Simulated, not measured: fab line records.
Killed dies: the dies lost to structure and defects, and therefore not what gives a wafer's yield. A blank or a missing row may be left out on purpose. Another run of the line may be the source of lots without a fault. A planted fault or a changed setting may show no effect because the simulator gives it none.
A struck lot beside a sound one -- flow n5_finfet -- 39 out of 1938 route steps
Sound: these wafers, L519.1, L519.4, L519.6. Wafers L528.1, L528.2, L528.4 were the ones struck. Last of all comes the cause.
Each step with rows lists, per side, the tool, then ch with its chambers, then its first start. Under that, the readings that differ: sound wafers -- struck wafers -- difference of the means -- sigmas: that difference in standard deviations of wafers without a fault.
alike: readings with means less than 2 such deviations apart, plus words and numbers identical on both sides. not compared: withheld readings, readings lacking a value on some wafer, bounds such as >300 that could conceal the same value, and numbers that have no deviation in the record and whose values overlap.
The two part at a step that has a row with sigmas, a row that says differs or no value, or rows on one side only. Numbers that don't overlap but have no deviation are shown without sigmas and don't part them. A reading that every wafer of one side lacks parts them only if that side has two wafers or more.

first, 9 steps without rows for these wafers: N5_BEOL_M4_ANNEAL_95 (time 240 s); N5_BEOL_M4_SPUTTER_96 (material Cu, target thk 4.5 nm, time 8.29 s); N5_BEOL_M4_ECD_50 (material Cu, target thk 300 nm); N5_BEOL_M4_ANNEAL_51 (time 90 s); N5_BEOL_M4_CMP_52 (polishes, stops on SiOC, t overpolish 6.8 s, target thk 40 nm); N5_BEOL_M4_PRE_CLEAN_60 (time 15 s); N5_BEOL_M4_CO_CAP_55 (material Co, precursor CCTBA/H2, target thk 2 nm, time 102.1 s); N5_BEOL_M4_PRE_CLEAN_56 (time 15 s); N5_BEOL_M4_DEP_57 (deposits SiCN from 3MS/NH3, target thk 8 nm, time 14 s).
N5_BEOL_M4_RC_MEAS_101:
  sound on prober-01 ch 0, day 9 02:30; struck on prober-02 ch 0, day 11 09:07
  alike: DIBL_N, DIBL_P, IOFF_N, IOFF_P, ION_N, ION_P, SS_N, SS_P, VT_N, VT_P
then, 24 steps without rows for these wafers: N5_BEOL_M5_ILD_DEP_00 (deposits SiCOH lowk from DEMS/porogen, target thk 140.64 nm, time 25.9 s); N5_BEOL_M5_CURE_79 (cures SiCOH lowk, time 240 s); N5_BEOL_M5_PECVD_70 (deposits SiO2 from TEOS/O2, target thk 16 nm, time 18 s); N5_BEOL_M5_HM_DEP_02 (deposits TiN, target thk 20 nm); N5_BEOL_M5_COAT_59 (time 60 s, resist thk 60 nm); N5_BEOL_M5_COAT_60 (time 60 s, resist thk 12 nm); N5_BEOL_M5_COAT_71 (time 60 s, resist thk 5 nm); N5_BEOL_M5_COAT_05 (resist thk 30 nm); N5_BEOL_M5_EBR_07; N5_BEOL_M5_SOFTBAKE_06 (time 60 s); N5_BEOL_M5_EXPOSE_08 (exposes mask M5, target cd 28 nm); N5_BEOL_M5_PEB_09 (peb time 60 s); N5_BEOL_M5_DEVELOP_10 (develop time 30 s); N5_BEOL_M5_DESCUM_16 (chemistry O2, time 7 s); N5_BEOL_M5_ETCH_72 (etches underlayer in N2/H2, target depth 6.5 nm, time 5.2 s); N5_BEOL_M5_ETCH_61 (etches SiARC in CF4, target depth 15.6 nm, time 26 s); N5_BEOL_M5_ETCH_62 (etches SOC in N2/H2, target depth 75 nm, overetch 15 nm, time 112.5 s); N5_BEOL_M5_STRIP_63 (strips in N2/H2); N5_BEOL_M5_STRIP_73 (strips in N2/H2); N5_BEOL_M5_STRIP_64 (strips in CF4); N5_BEOL_M5_HM_OPEN_17 (chemistry Cl2/BCl3, target TiN, target depth 20 nm, overetch 6 nm); N5_BEOL_M5_STRIP_19 (strips in O2); N5_BEOL_M5_COAT_65 (time 60 s, resist thk 60 nm); N5_BEOL_M5_COAT_66 (time 60 s, resist thk 12 nm).
-- the record jumps here: 4 days lie between the struck wafers' starts before and after (it left off in module BEOL_M5 and takes up again in module BEOL_M14, whose first step shown is number 1764 of the route) --
N5_BEOL_M14_SPUTTER_45: material Cu, target thk 100 nm, time 16.67 s.
  sound on pvd_sputter-03, day 12 12:40; struck on pvd_sputter-01, day 14 21:20
  no value came back on the struck wafers for bias_v (V), cathode_dc_power_W (W), throttle_valve_pct (%); on the sound wafers bias_v (V) reads 59.8 60.5 60.4
N5_BEOL_M14_CMP_49: polishes, stops on SiO2, t overpolish 5.2 s, target thk 560 nm.
  sound on cmp-03 ch 0,3, day 12 13:16; struck on cmp-03 ch 0,2,3, day 14 22:02
reading,sound,struck,difference,sigmas
time_to_endpoint_s (s),119 123 117,1 3 2,-118,-28
  alike: clearing_platen_down_force_psi, motor_current_A
N5_BEOL_M14_THK_MEAS_50: measures by xrf.
  sound on film_metro-02, day 12 13:34; struck on film_metro-02, day 14 22:20
reading,sound,struck,difference,sigmas
M14_THK (nm),515 545 536,- - -,no value on the struck wafers,
N5_BEOL_M14_RS_MEAS_54: the measuring method here is four-point-probe.
  sound on film_metro-01, day 12 13:44; struck on film_metro-01, day 14 22:28
reading,sound,struck,difference,sigmas
M14_RS (ohm/sq),0.0343 0.0324 0.0329,32.662 32.373 33.360,+32.765,+99 or more
N5_PASSIVATION_PROBE_49:
  sound on prober-01, day 13 20:18; struck on prober-01, day 15 19:27
reading,sound,struck,difference,sigmas
defect_limited_yield (%),92.6 86.4 91.4,0 0 0,-90,-56
killed_at_M4_up,12 21 22,1097 1105 1109,+1085,+99 or more
killed_dies,87 160 102,1180 1180 1180,+1064,+56
killed_on_rim,15 15 15,152 152 152,+137,+34
sort_bin_5_function (%),3.8 8.3 5.3,96.9 97.1 97.5,+91.4,+91
sort_n_pass,1093 1020 1078,0 0 0,-1064,-56
sort_yield_pct (%),92.6 86.4 91.4,0 0 0,-90,-56
  alike: killed_at_M0_to_M3, killed_at_contacts, killed_at_front_end, killed_at_other, killed_open, killed_short, sort_bin_6_memory

WHERE THEY PART
Earliest at N5_BEOL_M14_SPUTTER_45; latest, in this record, at N5_PASSIVATION_PROBE_49.

WHY: what the simulator had put in
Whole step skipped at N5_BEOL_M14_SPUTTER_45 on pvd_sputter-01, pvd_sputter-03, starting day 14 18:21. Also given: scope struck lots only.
